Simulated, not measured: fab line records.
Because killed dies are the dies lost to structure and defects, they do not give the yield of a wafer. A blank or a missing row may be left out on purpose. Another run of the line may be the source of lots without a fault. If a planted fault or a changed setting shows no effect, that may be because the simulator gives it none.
fab line records	flow nand_harc
[record] lots = 24	wafers = 72	last_day = 24
route steps=1159 shown A_CHANNEL_FILL_D1@508 A_STAIRCASE@597
lots that met no fault: from a run of the same line without faults
start_h: the number of hours between the record's first day and the start of the first shown wafer of the lot	wait_h: hours since the lot's step before	" the same as in the row above	L1.1+2: a single row standing in for several wafers	- either no value or no given start	* or withheld: withheld	< > ~ a bound
route shown NAME@n: names a module that has steps shown in the file, with the first one's number in the route	usual: mean/standard deviation taken from wafers without a fault	same: alike in all rows	chamber/n: place in a boat	sites: readings site by site	_std_site: how widely they spread, as a standard deviation	_edge_site: the outer-site mean with the inner-site mean subtracted	radius_mm: how far each site lies from the wafer's centre	mask NAME#n: copy n	behind: the most recent tool/chamber to have shaped the wafer	hold: the reason the lot was held/the length of the hold in hours/how it ended	device: which transistor (n, p or np) failed to switch	end of line: the route-end tests of the same wafers	a step with no rows: only its recipe	killed: at the first sort, the dies lost to defects and structure; wafer yield is something else	map: a wafer's dies, x killed, . not, _ none there
set.NAME: setting as actually run; set.NAME@STEP: the setting as run at that earlier step	model.NAME: the simulator's own value behind a step, which no gauge read
steps of the route over a sample of lots; a table a step, a row a wafer
services: when a tool's chamber went out of use (start_h, in hours from the record's first day, below 0 if earlier), for how many hours, and the reason
[[steps]]
[step NHARC_A_CHANNEL_FILL_D1_ETCHBACK_08]
[recipe] target_depth_a = 2200	time_s = 110	c4f8_flow_sccm = 20	ar_flow_sccm = withheld	rf_w = 600	bias_w = 300	chemistry = C4F8
[usual] chamber_pressure_mTorr = 25.001/0.023	oes_product_au = 0.96/0.039	rf_vpp_V = 439.7/2.7
lot.wafer	tool	chamber	start_h	wait_h	chamber_pressure_mTorr	oes_product_au	rf_hours_counter_h	rf_vpp_V
L076.4	rie_diel-01	2	-	-	25.006	0.92	3	435.8
L076.6	"	2	"	"	24.998	0.91	-	435.4
L076.5	"	3	"	"	25.006	0.92	-	444.8
L074.4	rie_diel-13	1	-	-	24.988	0.98	21	439.1
L074.2	"	2	"	"	25.004	1.01	21	442.6
L074.6	"	1	"	"	24.984	0.98	-	442.3
L075.2	rie_diel-13	1	-	-	25.012	0.91	22	438.7
L075.1	"	3	"	"	25.009	0.93	23	440.0
L075.6	"	1	"	"	24.976	0.90	-	441.2
L077.1	rie_diel-13	0	-	-	25.020	0.94	25	441.0
L077.3	"	1	"	"	24.990	0.92	25	439.8
L077.5	"	1	"	"	24.951	0.91	-	440.1
L078.2	rie_diel-01	0	-	-	25.012	0.92	4	438.0
L078.4	"	3	"	"	25.012	0.91	-	443.6
L078.5	"	2	"	"	24.959	0.92	-	436.5
L079.4	rie_diel-07	1	-	-	25.012	1.01	0	438.7
L079.6	"	2	"	"	24.944	1.00	-	443.7
L079.5	"	3	"	"	25.007	1.01	-	437.4
L080.4	rie_diel-07	0	-	-	24.987	1.01	0	435.9
L080.6	"	2	"	"	24.990	0.99	-	443.0
L080.5	"	3	"	"	25.019	1.00	-	437.5
L082.4	rie_diel-07	0	-	-	24.964	0.95	1	437.4
L082.1	"	1	"	"	25.007	0.93	1	439.7
L082.2	"	2	"	"	25.026	0.93	1	442.5
L081.1	rie_diel-01	1	-	-	25.026	1.01	4	437.3
L081.3	"	2	"	"	24.972	0.92	4	436.2
L081.6	"	1	"	"	25.039	1.01	-	436.5
L084.3	rie_diel-07	3	-	-	24.947	0.92	1	438.0
L084.2	"	1	"	"	24.945	0.92	1	437.2
L084.1	"	2	"	"	25.015	0.92	1	444.5
L083.3	rie_diel-07	2	-	-	25.018	1.00	1	442.1
L083.1	"	0	"	"	25.016	1.01	1	436.1
L083.2	"	1	"	"	24.994	1.01	1	438.0
L085.1	rie_diel-01	2	-	-	24.959	0.92	5	437.9
L085.2	"	3	"	"	25.016	0.92	6	444.6
L085.5	"	2	"	"	25.047	0.91	-	436.1
L087.1	rie_diel-07	2	-	-	25.029	1.00	2	443.9
L087.2	"	1	"	"	25.000	1.00	1	439.1
L087.6	"	3	"	"	24.985	1.01	-	436.5
L086.3	rie_diel-13	3	-	-	24.969	1.00	1	439.0
L086.4	"	1	"	"	25.004	0.99	1	439.2
L086.5	"	2	"	"	25.000	1.00	-	443.4
L090.1	rie_diel-13	0	-	-	24.962	1.01	6	441.5
L090.5	"	3	"	"	24.990	0.98	-	440.7
L090.6	"	0	"	"	25.025	1.01	-	442.0
L089.1	rie_diel-13	2	-	-	25.002	0.99	7	443.4
L089.4	"	3	"	"	24.966	0.99	6	439.6
L089.5	"	1	"	"	25.024	0.99	-	440.4
L088.1	rie_diel-07	1	-	-	25.013	0.99	2	438.3
L088.5	"	0	"	"	25.006	0.99	-	436.2
L088.6	"	1	"	"	24.995	0.99	-	438.3
L091.1	rie_diel-01	0	-	-	25.009	0.99	0	439.0
L091.4	"	3	"	"	24.969	1.01	0	445.0
L091.5	"	1	"	"	25.005	0.99	-	437.1
L092.3	rie_diel-13	3	-	-	25.004	0.99	8	439.4
L092.1	"	1	"	"	24.994	0.99	8	441.1
L092.5	"	2	"	"	25.010	1.00	-	442.9
L094.2	rie_diel-07	0	-	-	24.996	0.94	3	438.7
L094.4	"	3	"	"	24.996	0.93	-	437.0
L094.5	"	1	"	"	24.977	0.93	-	437.4
L093.3	rie_diel-01	3	-	-	25.001	0.92	1	444.6
L093.2	"	0	"	"	24.994	0.92	1	437.3
L093.6	"	2	"	"	24.983	0.91	-	436.2
L096.2	rie_diel-07	3	-	-	24.979	0.92	3	436.7
L096.4	"	1	"	"	24.999	0.92	3	437.7
L096.5	"	2	"	"	24.995	0.90	-	442.7
L097.3	rie_diel-13	1	-	-	25.003	0.93	11	440.6
L097.1	"	2	"	"	24.978	0.93	11	442.6
L097.2	"	3	"	"	24.964	0.92	11	438.8
L095.4	rie_diel-07	0	-	-	24.995	0.92	3	437.8
L095.1	"	3	"	"	25.009	0.94	3	439.2
L095.5	"	1	"	"	24.989	0.93	-	438.8
[step NHARC_A_STAIRCASE_ETCH_203]
[recipe] target_depth_a = 1000	time_s = 40.5	ion_energy_ev = 400	c4f8_flow_sccm = 20	o2_flow_sccm = 10	ar_flow_sccm = withheld	rf_w = 600	bias_w = 1000	chemistry = C4F8/O2
[usual] chamber_pressure_mTorr = 24.998/0.03	oes_product_au = 0.944/0.011	rf_vpp_V = 898/3.7
lot.wafer	tool	chamber	start_h	wait_h	chamber_pressure_mTorr	oes_product_au	rf_hours_counter_h	rf_vpp_V
L076.4	rie_diel-11	0	-	-	24.972	0.958	15	896
L076.6	"	2	"	"	24.968	0.940	-	900
L076.5	"	3	"	"	24.996	0.944	-	894
L074.2	rie_diel-09	2	-	-	24.964	0.938	60	897
L074.4	"	1	"	"	25.001	0.940	-	902
L074.6	"	2	"	"	24.999	0.934	-	897
L075.1	rie_diel-09	3	-	-	24.971	0.947	67	895
L075.2	"	1	"	"	25.000	0.947	64	901
L075.6	"	3	"	"	24.991	0.943	-	891
L078.4	rie_diel-11	3	-	-	24.968	0.946	22	896
L078.2	"	0	"	"	25.047	0.968	24	896
L078.5	"	3	"	"	25.041	0.948	-	894
L077.3	rie_diel-04	1	-	-	24.976	0.947	52	902
L077.1	"	3	"	"	25.002	0.966	54	896
L077.5	"	0	"	"	25.005	0.944	-	900
L079.4	rie_diel-11	2	-	-	25.008	0.946	27	897
L079.6	"	2	"	"	24.977	0.946	-	900
L079.5	"	3	"	"	25.004	0.927	-	894
L080.4	rie_diel-09	2	-	-	25.014	0.947	5	898
L080.6	"	1	"	"	24.966	0.915	-	901
L080.5	"	2	"	"	25.047	0.950	-	898
L082.1	rie_diel-04	0	-	-	24.999	0.959	63	901
L082.4	"	1	"	"	24.982	0.944	61	901
L082.2	"	2	"	"	24.991	0.944	58	901
L081.1	rie_diel-11	1	-	-	24.978	0.935	31	890
L081.3	"	2	"	"	25.007	0.942	30	900
L081.6	"	0	"	"	24.988	0.946	-	894
L084.3	rie_diel-09	3	-	-	24.955	0.942	13	891
L084.1	"	0	"	"	24.969	0.945	14	902
L084.2	"	1	"	"	24.990	0.912	13	902
L083.2	rie_diel-09	2	-	-	24.994	0.959	13	898
L083.3	"	3	"	"	25.000	0.959	15	891
L083.1	"	1	"	"	25.026	0.926	15	902
L085.2	rie_diel-09	0	-	-	25.021	0.953	19	900
L085.1	"	3	"	"	25.029	0.951	17	891
L085.5	"	1	"	"	25.020	0.941	-	902
L086.4	rie_diel-04	0	-	-	25.028	0.949	6	900
L086.3	"	2	"	"	25.018	0.943	6	901
L086.5	"	0	"	"	25.009	0.940	-	900
L087.1	rie_diel-04	3	-	-	24.987	0.943	7	895
L087.2	"	0	"	"	24.984	0.955	7	900
L087.6	"	3	"	"	25.020	0.950	-	895
L088.1	rie_diel-09	1	-	-	25.001	0.934	26	902
L088.6	"	2	"	"	24.976	0.943	-	897
L088.5	"	3	"	"	25.037	0.958	-	892
L089.1	rie_diel-04	3	-	-	24.990	0.950	13	895
L089.4	"	1	"	"	25.022	0.951	13	901
L089.5	"	3	"	"	24.984	0.954	-	894
L090.1	rie_diel-09	1	-	-	25.027	0.930	27	900
L090.6	"	1	"	"	24.991	0.944	-	901
L090.5	"	2	"	"	25.001	0.953	-	896
L091.1	rie_diel-04	0	-	-	24.978	0.935	18	901
L091.4	"	1	"	"	24.992	0.955	17	903
L091.5	"	3	"	"	24.991	0.939	-	894
L092.1	rie_diel-04	3	-	-	24.993	0.949	18	893
L092.3	"	0	"	"	24.969	0.939	19	899
L092.5	"	2	"	"	24.985	0.946	-	900
L094.4	rie_diel-04	2	-	-	24.979	0.930	23	900
L094.2	"	0	"	"	25.024	0.932	22	900
L094.5	"	1	"	"	25.035	0.943	-	901
L093.2	rie_diel-09	0	-	-	24.975	0.965	36	901
L093.3	"	2	"	"	24.994	0.940	33	898
L093.6	"	1	"	"	25.024	0.939	-	901
L096.4	rie_diel-04	2	368.54	-	25.021	0.937	28	901
L096.2	"	1	"	"	24.979	0.938	24	902
L096.5	"	3	"	"	24.992	0.927	-	895
L097.2	rie_diel-09	2	-	-	24.975	0.936	38	897
L097.3	"	0	"	"	24.976	0.949	42	902
L097.1	"	1	"	"	25.018	0.940	41	899
L095.1	rie_diel-04	0	-	-	25.002	0.921	28	899
L095.4	"	1	"	"	24.983	0.942	27	900
L095.5	"	0	"	"	25.004	0.936	-	898
[step NHARC_A_STAIRCASE_TRIM_222]
[recipe] time_s = 211.2	o2_flow_sccm = 500	ar_flow_sccm = 0	bias_w = 0	chemistry = O2
[usual] chamber_pressure_mTorr = 60.00/0.054	drypump_motor_current_A = 5.7/0.45	oes_product_au = 1.004/0.01	rf_vpp_V = 57.9/0.95	showerhead_plenum_p_Torr = 3.58/0.1	throttle_valve_pct = 17.035/0.0097
lot.wafer	tool	chamber	start_h	wait_h	chamber_pressure_mTorr	drypump_motor_current_A	oes_product_au	rf_hours_counter_h	rf_vpp_V	showerhead_plenum_p_Torr	throttle_valve_pct
L076.4	rie_diel-04	0	-	-	59.96	5.8	1.001	47	59.0	3.66	17.037
L076.5	"	1	"	"	60.00	5.2	0.989	-	59.1	3.69	17.026
L076.6	"	2	"	"	60.04	5.6	0.999	-	58.3	3.68	17.030
L074.4	rie_diel-04	0	-	-	60.04	5.8	0.988	48	60.0	3.66	17.037
L074.2	"	3	"	"	60.06	6.1	1.022	48	58.5	3.51	17.041
L074.6	"	0	"	"	60.06	5.8	1.004	-	57.6	3.66	17.041
L075.2	rie_diel-04	2	-	-	60.01	5.6	1.021	48	57.8	3.68	17.036
L075.1	"	1	"	"	59.94	5.2	0.996	49	58.3	3.69	17.044
L075.6	"	3	"	"	60.00	6.1	1.021	-	57.0	3.51	17.049
L078.2	rie_diel-04	1	-	-	60.02	5.2	0.983	52	59.0	3.68	17.045
L078.4	"	2	"	"	59.99	5.6	1.014	51	58.8	3.68	17.040
L078.5	"	3	"	"	60.00	6.0	1.005	-	58.4	3.51	17.049
L077.3	rie_diel-11	3	-	-	59.96	5.0	0.993	22	56.0	3.50	17.042
L077.1	"	1	"	"	59.95	5.3	0.998	22	57.7	3.36	17.036
L077.5	"	3	"	"	60.07	5.0	0.994	-	58.1	3.50	17.039
L079.4	rie_diel-09	1	-	-	59.97	6.7	0.979	6	58.5	3.69	17.024
L079.5	"	2	"	"	59.92	5.4	1.003	-	57.7	3.56	17.038
L079.6	"	3	"	"	60.04	5.7	1.003	-	56.6	3.42	17.033
L080.4	rie_diel-09	1	-	-	59.93	6.8	0.977	7	59.2	3.69	17.032
L080.6	"	1	"	"	59.99	6.7	0.982	-	59.5	3.69	17.031
L080.5	"	2	"	"	59.97	5.4	1.013	-	59.2	3.56	17.035
L082.4	rie_diel-11	0	-	-	60.01	6.0	1.005	33	57.5	3.52	17.046
L082.2	"	1	"	"	60.01	5.3	1.001	31	56.7	3.36	17.035
L082.1	"	2	"	"	59.98	6.0	1.004	30	57.2	3.63	17.037
L081.3	rie_diel-04	2	-	-	59.99	5.6	1.012	59	58.4	3.67	17.026
L081.1	"	1	"	"	60.07	5.2	1.000	61	57.1	3.68	17.039
L081.6	"	3	"	"	60.00	6.1	1.015	-	58.6	3.51	17.040
L084.2	rie_diel-11	1	-	-	60.03	5.3	1.006	37	56.3	3.35	17.035
L084.3	"	2	"	"	60.09	6.0	1.003	36	59.2	3.63	17.015
L084.1	"	0	"	"	60.03	6.0	0.998	39	57.2	3.52	17.025
L083.2	rie_diel-11	2	-	-	59.99	6.0	0.999	40	58.4	3.63	17.022
L083.1	"	0	"	"	60.07	6.0	1.001	42	58.0	3.52	17.038
L083.3	"	1	"	"	60.05	5.4	1.006	40	56.8	3.35	17.034
L085.1	rie_diel-11	1	-	-	60.01	5.4	1.019	42	56.1	3.35	17.042
L085.2	"	0	"	"	59.92	6.0	1.008	43	57.7	3.52	17.035
L085.5	"	2	"	"	60.06	6.0	1.007	-	58.7	3.62	17.033
L086.3	rie_diel-04	3	-	-	59.97	6.1	0.989	7	57.9	3.50	17.048
L086.4	"	0	"	"	60.00	5.8	0.999	7	56.5	3.64	17.039
L086.5	"	1	"	"	59.93	5.2	1.014	-	58.9	3.68	17.033
L087.2	rie_diel-09	1	-	-	60.01	6.7	0.979	20	57.5	3.68	17.049
L087.1	"	2	"	"	60.04	5.4	1.002	17	59.0	3.56	17.034
L087.6	"	2	"	"	60.08	5.4	1.002	-	58.3	3.56	17.042
L088.1	rie_diel-04	1	-	-	59.99	5.2	1.005	13	57.2	3.67	17.028
L088.6	"	2	"	"	59.97	5.6	1.020	-	57.5	3.66	17.039
L088.5	"	3	"	"	59.94	6.1	0.991	-	57.3	3.50	17.059
L089.4	rie_diel-04	0	-	-	59.95	5.8	1.006	15	57.1	3.64	17.035
L089.1	"	2	"	"	60.01	5.6	0.998	15	58.6	3.66	17.023
L089.5	"	0	"	"	60.11	5.8	1.007	-	57.3	3.64	17.051
L090.1	rie_diel-11	3	-	-	59.98	5.0	1.007	51	56.7	3.48	17.039
L090.6	"	3	"	"	60.05	5.0	1.002	-	58.4	3.48	17.019
L090.5	"	0	"	"	60.01	6.0	1.006	-	58.3	3.51	17.043
L091.4	rie_diel-04	1	-	-	60.00	5.2	1.007	18	57.5	3.67	17.030
L091.1	"	0	"	"	60.06	5.8	1.012	19	58.2	3.63	17.028
L091.5	"	2	"	"	59.94	5.6	1.012	-	57.6	3.66	17.044
L092.3	rie_diel-04	2	-	-	59.97	5.6	1.005	20	59.0	3.66	17.044
L092.1	"	1	"	"	59.94	5.2	1.001	18	58.5	3.67	17.042
L092.5	"	2	"	"	59.99	5.6	1.012	-	58.5	3.66	17.050
L094.2	rie_diel-09	1	-	-	59.83	6.7	0.985	35	58.6	3.67	17.046
L094.4	"	0	"	"	59.99	5.5	1.002	37	58.9	3.68	17.036
L094.5	"	1	"	"	59.95	6.7	0.986	-	59.9	3.67	17.027
L093.2	rie_diel-09	0	-	-	59.98	5.5	1.014	37	57.9	3.68	17.037
L093.3	"	2	"	"	59.96	5.4	1.000	34	57.0	3.55	17.018
L093.6	"	0	"	"	59.98	5.5	1.017	-	56.7	3.68	17.042
L096.2	rie_diel-09	1	-	-	60.05	6.7	1.000	41	58.2	3.67	17.014
L096.4	"	3	"	"	59.95	5.7	1.015	39	58.4	3.40	17.026
L096.5	"	0	"	"	60.03	5.5	1.010	-	60.0	3.68	17.034
L097.1	rie_diel-04	0	-	-	59.94	5.8	0.997	29	58.1	3.63	17.040
L097.2	"	1	"	"	59.98	5.2	1.022	27	59.3	3.66	17.016
L097.3	"	3	"	"	59.94	6.1	0.997	30	57.1	3.49	17.034
L095.1	rie_diel-09	0	-	-	59.98	5.5	1.012	43	57.4	3.68	17.040
L095.4	"	2	"	"	60.01	5.4	0.997	39	58.6	3.55	17.024
L095.5	"	0	"	"	59.96	5.5	1.009	-	57.7	3.68	17.046
[step NHARC_A_STAIRCASE_ETCH_232]
[recipe] target_depth_a = 1000	time_s = 40.5	ion_energy_ev = 400	c4f8_flow_sccm = 20	o2_flow_sccm = 10	ar_flow_sccm = withheld	rf_w = 600	bias_w = 1000	chemistry = C4F8/O2
[usual] chamber_pressure_mTorr = 25.00/0.031	oes_product_au = 0.944/0.012	rf_vpp_V = 898/4
lot.wafer	tool	chamber	start_h	wait_h	chamber_pressure_mTorr	oes_product_au	rf_hours_counter_h	rf_vpp_V
L076.4	rie_diel-09	1	-	-	24.98	0.934	62	903
L076.6	"	1	"	"	25.03	0.939	-	902
L076.5	"	2	"	"	25.00	0.926	-	897
L074.2	rie_diel-04	0	-	-	25.00	0.941	48	901
L074.4	"	1	"	"	24.99	0.941	46	901
L074.6	"	2	"	"	24.99	0.962	-	901
L075.2	rie_diel-04	0	-	-	25.00	0.940	51	900
L075.1	"	1	"	"	25.00	0.938	50	902
L075.6	"	0	"	"	25.02	0.946	-	899
L077.3	rie_diel-09	2	-	-	24.97	0.933	2	896
L077.1	"	0	"	"	24.97	0.935	2	901
L077.5	"	3	"	"	24.98	0.934	-	892
L078.2	rie_diel-11	0	-	-	24.99	0.944	27	897
L078.4	"	2	"	"	25.05	0.952	24	899
L078.5	"	1	"	"	24.99	0.960	-	889
L079.4	rie_diel-04	1	-	-	25.03	0.938	59	902
L079.5	"	3	"	"	24.98	0.962	-	895
L079.6	"	0	"	"	24.97	0.947	-	901
L080.4	rie_diel-11	1	-	-	25.05	0.958	29	890
L080.5	"	0	"	"	24.99	0.965	-	895
L080.6	"	1	"	"	24.95	0.967	-	888
L082.2	rie_diel-11	2	-	-	25.02	0.948	31	899
L082.4	"	0	"	"	25.00	0.945	33	896
L082.1	"	1	"	"	25.02	0.957	32	889
L081.3	rie_diel-04	3	-	-	25.01	0.940	63	896
L081.1	"	0	"	"	25.00	0.940	64	900
L081.6	"	3	"	"	25.01	0.948	-	897
L084.3	rie_diel-11	0	-	-	25.00	0.934	41	896
L084.1	"	1	"	"	25.01	0.940	38	889
L084.2	"	3	"	"	25.01	0.948	39	894
L083.1	rie_diel-09	0	-	-	24.99	0.948	17	901
L083.3	"	1	"	"	24.99	0.948	15	901
L083.2	"	2	"	"	24.99	0.977	14	897
L085.2	rie_diel-11	2	-	-	24.97	0.945	43	900
L085.1	"	1	"	"	24.98	0.961	43	888
L085.5	"	3	"	"	24.99	0.949	-	894
L086.4	rie_diel-04	0	-	-	25.02	0.939	8	900
L086.3	"	3	"	"	25.04	0.937	7	895
L086.5	"	0	"	"	24.97	0.938	-	900
L087.1	rie_diel-09	0	-	-	25.01	0.954	22	903
L087.2	"	3	"	"	24.95	0.951	20	891
L087.6	"	0	"	"	25.03	0.960	-	901
L088.1	rie_diel-09	2	-	-	25.02	0.932	25	897
L088.6	"	3	"	"	25.01	0.940	-	893
L088.5	"	0	"	"	25.00	0.936	-	900
L089.4	rie_diel-04	3	-	-	24.97	0.932	14	896
L089.1	"	0	"	"	25.00	0.955	15	902
L089.5	"	1	"	"	24.99	0.958	-	900
L090.1	rie_diel-09	2	-	-	24.97	0.938	26	899
L090.5	"	0	"	"	24.99	0.938	-	901
L090.6	"	1	"	"	25.00	0.928	-	900
L091.1	rie_diel-09	1	-	-	24.95	0.938	31	901
L091.4	"	3	"	"	24.97	0.933	31	891
L091.5	"	0	"	"	25.01	0.946	-	902
L092.3	rie_diel-04	2	-	-	25.01	0.945	21	900
L092.1	"	0	"	"	24.98	0.932	20	900
L092.5	"	2	"	"	24.99	0.951	-	902
L094.4	rie_diel-04	1	-	-	24.97	0.966	23	903
L094.2	"	2	"	"	25.02	0.966	26	900
L094.5	"	0	"	"	25.02	0.961	-	900
L093.3	rie_diel-09	1	-	-	25.00	0.928	37	900
L093.2	"	2	"	"	24.97	0.919	35	897
L093.6	"	1	"	"	24.98	0.928	-	900
L096.4	rie_diel-09	2	-	-	25.01	0.925	39	897
L096.2	"	3	"	"	24.99	0.949	40	890
L096.5	"	2	"	"	24.98	0.931	-	898
L097.2	rie_diel-09	2	-	-	24.99	0.930	40	896
L097.1	"	3	"	"	25.01	0.940	41	889
L097.3	"	0	"	"	25.04	0.956	44	901
L095.4	rie_diel-04	0	-	-	25.01	0.942	30	900
L095.1	"	2	"	"	24.98	0.943	34	900
L095.5	"	3	"	"	25.00	0.931	-	895
[step NHARC_A_STAIRCASE_ETCH_236]
[recipe] target_depth_a = 1000	time_s = 40.5	ion_energy_ev = 400	c4f8_flow_sccm = 20	o2_flow_sccm = 10	ar_flow_sccm = withheld	rf_w = 600	bias_w = 1000	chemistry = C4F8/O2
[usual] chamber_pressure_mTorr = 24.997/0.024	oes_product_au = 0.945/0.012	rf_vpp_V = 898/4
lot.wafer	tool	chamber	start_h	wait_h	chamber_pressure_mTorr	oes_product_au	rf_hours_counter_h	rf_vpp_V
L076.4	rie_diel-09	1	-	-	24.979	0.950	62	902
L076.5	"	0	"	"	24.994	0.943	-	902
L076.6	"	1	"	"	25.005	0.945	-	902
L074.2	rie_diel-04	1	-	-	25.019	0.945	47	904
L074.4	"	2	"	"	24.947	0.949	45	899
L074.6	"	0	"	"	25.008	0.942	-	900
L075.1	rie_diel-04	1	-	-	25.010	0.932	50	902
L075.2	"	2	"	"	24.991	0.939	49	901
L075.6	"	0	"	"	24.998	0.942	-	901
L077.3	rie_diel-09	1	-	-	24.967	0.919	3	902
L077.1	"	3	"	"	24.997	0.935	2	891
L077.5	"	1	"	"	25.002	0.913	-	903
L078.4	rie_diel-11	0	-	-	24.997	0.953	27	894
L078.2	"	3	"	"	24.989	0.936	24	895
L078.5	"	0	"	"	25.000	0.945	-	895
L079.4	rie_diel-04	3	-	-	24.995	0.961	61	895
L079.5	"	1	"	"	24.994	0.934	-	901
L079.6	"	2	"	"	25.013	0.950	-	900
L080.4	rie_diel-11	2	-	-	24.988	0.952	28	899
L080.6	"	2	"	"	25.004	0.940	-	899
L080.5	"	3	"	"	24.962	0.930	-	894
L082.2	rie_diel-11	2	-	-	24.994	0.958	31	900
L082.4	"	0	"	"	24.982	0.950	34	896
L082.1	"	1	"	"	25.004	0.953	32	890
L081.3	rie_diel-04	2	-	-	24.979	0.951	60	903
L081.1	"	3	"	"	25.002	0.958	64	893
L081.6	"	2	"	"	24.976	0.955	-	902
L084.1	rie_diel-11	3	-	-	24.967	0.949	39	895
L084.3	"	0	"	"	25.035	0.941	41	895
L084.2	"	1	"	"	25.018	0.957	39	890
L083.1	rie_diel-09	3	-	-	24.974	0.954	16	892
L083.2	"	0	"	"	24.995	0.962	17	902
L083.3	"	1	"	"	24.990	0.925	15	901
L085.2	rie_diel-11	3	-	-	24.981	0.930	43	894
L085.1	"	0	"	"	25.002	0.930	44	896
L085.5	"	2	"	"	24.991	0.942	-	900
L086.4	rie_diel-04	3	-	-	25.016	0.945	7	895
L086.3	"	2	"	"	24.990	0.955	8	901
L086.5	"	0	"	"	24.977	0.950	-	899
L087.1	rie_diel-09	0	-	-	25.000	0.963	22	902
L087.2	"	2	"	"	24.986	0.928	18	897
L087.6	"	0	"	"	25.030	0.958	-	903
L088.1	rie_diel-09	1	-	-	24.984	0.932	27	902
L088.5	"	3	"	"	24.972	0.944	-	892
L088.6	"	0	"	"	24.953	0.950	-	903
L089.1	rie_diel-04	2	-	-	25.057	0.951	15	901
L089.4	"	3	"	"	24.997	0.926	15	895
L089.5	"	0	"	"	25.038	0.957	-	901
L090.1	rie_diel-09	3	-	-	25.050	0.953	28	891
L090.5	"	3	"	"	24.994	0.940	-	891
L090.6	"	0	"	"	24.997	0.961	-	900
L091.4	rie_diel-09	2	-	-	25.007	0.926	30	897
L091.1	"	0	"	"	25.019	0.947	33	902
L091.5	"	2	"	"	25.031	0.933	-	897
L092.1	rie_diel-04	2	-	-	24.978	0.965	21	902
L092.3	"	0	"	"	24.985	0.942	20	899
L092.5	"	2	"	"	25.015	0.961	-	901
L094.2	rie_diel-04	1	-	-	24.994	0.958	24	902
L094.4	"	3	"	"	24.998	0.952	25	896
L094.5	"	1	"	"	24.973	0.958	-	902
L093.3	rie_diel-09	3	-	-	25.026	0.936	37	891
L093.2	"	1	"	"	24.997	0.930	37	902
L093.6	"	2	"	"	24.970	0.954	-	897
L096.4	rie_diel-09	2	-	-	25.014	0.934	39	897
L096.2	"	3	"	"	25.013	0.935	40	891
L096.5	"	1	"	"	24.978	0.933	-	902
L097.3	rie_diel-11	1	-	-	24.981	0.970	0	889
L097.1	"	2	"	"	25.016	0.962	0	898
L097.2	"	3	"	"	24.983	0.950	0	894
L095.1	rie_diel-04	2	-	-	25.010	0.958	34	899
L095.4	"	3	"	"	25.030	0.962	33	894
L095.5	"	0	"	"	25.007	0.953	-	901
[step NHARC_A_STAIRCASE_HM_DEP_456]
[recipe] target_thk_a = 15000	temp_c = 400	material = aC
[usual] throttle_valve_pct = 35.000/0.0092
lot.wafer	tool	chamber	start_h	wait_h	throttle_valve_pct
L074.2	acl_dep-01	0	250.10	-	34.993
L074.4	"	0	"	"	35.006
L074.6	"	0	"	"	34.997
L076.4	acl_dep-02	0	250.57	-	35.001
L076.5	"	0	"	"	34.991
L076.6	"	0	"	"	34.991
L075.1	acl_dep-02	0	261.45	-	34.988
L075.2	"	0	"	"	34.978
L075.6	"	0	262.97	-	35.002
L077.1	acl_dep-01	0	270.25	-	35.004
L077.3	"	0	"	"	35.005
L077.5	"	0	"	"	34.993
L078.2	acl_dep-02	0	270.87	-	34.998
L078.4	"	0	"	"	35.003
L078.5	"	0	"	"	34.981
L079.4	acl_dep-03	0	282.80	-	34.994
L079.5	"	0	"	"	34.990
L079.6	"	0	"	"	35.009
L080.4	acl_dep-02	0	283.04	-	34.999
L080.5	"	0	"	"	35.008
L080.6	"	0	"	"	35.001
L082.1	acl_dep-03	0	288.75	-	35.008
L082.2	"	0	"	"	35.003
L082.4	"	0	"	"	35.002
L081.1	acl_dep-02	0	290.17	-	35.005
L081.3	"	0	"	"	34.992
L081.6	"	0	"	"	34.992
L084.1	acl_dep-02	0	304.94	-	35.004
L084.2	"	0	"	"	34.997
L084.3	"	0	"	"	35.008
L083.1	acl_dep-03	0	308.61	-	35.002
L083.2	"	0	"	"	35.009
L083.3	"	0	"	"	34.993
L085.1	acl_dep-02	0	317.48	-	34.983
L085.2	"	0	"	"	34.991
L085.5	"	0	"	"	35.004
L087.1	acl_dep-01	0	319.62	-	35.000
L087.2	"	0	"	"	34.991
L087.6	"	0	321.15	-	35.004
L086.3	acl_dep-02	0	319.94	-	35.005
L086.4	"	0	"	"	34.985
L086.5	"	0	"	"	34.995
L088.1	acl_dep-03	0	340.61	-	34.993
L088.5	"	0	341.83	-	34.999
L088.6	"	0	"	"	35.003
L089.1	acl_dep-01	0	343.67	-	34.983
L089.4	"	0	"	"	35.020
L089.5	"	0	"	"	35.003
L090.1	acl_dep-03	0	344.59	-	35.014
L090.5	"	0	345.82	-	35.001
L090.6	"	0	"	"	34.980
L091.1	acl_dep-01	0	355.58	-	35.020
L091.4	"	0	"	"	34.993
L091.5	"	0	"	"	35.002
L092.1	acl_dep-01	0	357.42	-	35.001
L092.3	"	0	"	"	34.999
L092.5	"	0	"	"	35.002
L094.2	acl_dep-03	0	371.59	-	34.999
L094.4	"	0	"	"	35.000
L094.5	"	0	"	"	34.982
L093.2	acl_dep-02	0	372.87	-	35.001
L093.3	"	0	"	"	34.978
L093.6	"	0	"	"	35.008
L096.2	acl_dep-02	0	377.62	-	35.008
L096.4	"	0	"	"	35.007
L096.5	"	0	"	"	34.980
L097.1	acl_dep-01	0	379.98	-	34.991
L097.2	"	0	"	"	35.011
L097.3	"	0	"	"	35.004
L095.1	acl_dep-03	0	380.68	-	35.009
L095.4	"	0	"	"	34.997
L095.5	"	0	"	"	34.998
[[services]]
tool	chamber	start_h	hours	kind
rie_diel-11	1	223.95	4.9	repair
acl_dep-03	-	224.60	13.0	pm
rie_diel-07	-	228.20	9.0	pm
rie_diel-01	1	234.49	16.3	repair
rie_diel-01	2	238.04	8.0	repair
rie_diel-09	0	238.59	5.8	repair
rie_diel-13	3	240.82	10.0	repair
acl_dep-02	-	241.52	2.3	repair
rie_diel-13	1	252.75	2.7	repair
rie_diel-09	-	254.10	9.0	pm
rie_diel-13	-	276.00	9.0	pm
rie_diel-01	0	278.64	1.9	repair
rie_diel-04	1	285.68	14.8	repair
rie_diel-04	-	288.90	9.0	pm
acl_dep-01	-	292.65	13.0	pm
rie_diel-09	-	303.60	1.2	repair
rie_diel-11	0	306.40	2.2	repair
rie_diel-07	2	328.26	18.7	repair
acl_dep-02	-	330.75	9.8	repair
rie_diel-13	0	346.28	8.2	repair
acl_dep-02	-	351.64	13.0	pm
rie_diel-11	1	352.19	8.8	repair
rie_diel-11	-	367.85	9.0	pm
rie_diel-13	-	369.96	1.1	repair
[[key]]
fault none
